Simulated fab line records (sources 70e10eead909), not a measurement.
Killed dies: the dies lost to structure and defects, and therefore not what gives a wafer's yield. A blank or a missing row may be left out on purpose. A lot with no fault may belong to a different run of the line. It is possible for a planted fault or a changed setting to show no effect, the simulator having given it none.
Which of the tools did it?    flow nandHarc    36 wafers from 12 lots sampled at 2 of the route's 1159 steps

== WHAT THE GAUGES READ, wafer by wafer ==
NHARC_A_CONTACT_INSPECT_71.
lot   measured      on                rawDefectCount
L075  day 16 22:19  defectInspect-01  26 19 24
L077  day 17 05:35  defectInspect-01  19 22 11
L079  day 18 01:37  defectInspect-01  35 35 29
L081  day 18 16:56  defectInspect-01  12 12 7
L083  day 18 21:46  defectInspect-01  16 17 8
L086  day 19 14:59  defectInspect-02  24 25 32
L089  day 19 21:50  defectInspect-01  47 51 46
L088  day 20 08:20  defectInspect-02  12 12 8
L091  day 21 00:04  defectInspect-01  33 33 35
L094  day 21 07:32  defectInspect-02  39 33 28
L097  day 22 07:58  defectInspect-01  36 44 49
L096  day 22 13:13  defectInspect-02  43 40 48

== TOOL THAT RAN EACH LOT (tool first, then ch and the chambers of the sampled wafers, then the start) ==
lot   NHARC_A_CONTACT_DEP_57
L075  aclDep-01 ch 0, day 16 19:43
L077  aclDep-03 ch 0, day 17 02:41
L079  aclDep-01 ch 0, day 17 23:09
L081  aclDep-03 ch 0, day 18 15:13
L083  aclDep-01 ch 0, day 18 19:26
L086  aclDep-01 ch 0, day 19 12:25
L089  aclDep-01 ch 0, day 19 19:56
L088  aclDep-01 ch 0, day 20 05:43
L091  aclDep-02 ch 0, day 20 22:28
L094  aclDep-03 ch 0, day 21 04:50
L097  aclDep-01 ch 0, day 22 05:38
L096  aclDep-02 ch 0, day 22 10:37
- NHARC_A_CONTACT_DEP_57: deposits aC, target thk 2800 nm.

== THE ANSWER, worked out from the rows above alone ==
Rule: usual is defined by the lots themselves. The widest of any qualifying gaps counts: lots, ordered by their means at a reading, are off when they make up no more than a third of the lots, leave a main group of 4 or more, and stand apart from it by 3 or more times the standard deviation of that group's means. A main group whose means are all the same, to the digits that the tables above print for the reading, isn't used. Also off: a lot with no number at a reading for which 4 or more lots have one. The other lots that the step has rows for count as sound.
Across all readings shown, no lot is off: no conclusion can be drawn from this.

== WHAT WAS PUT IN BY THE SIMULATOR ==
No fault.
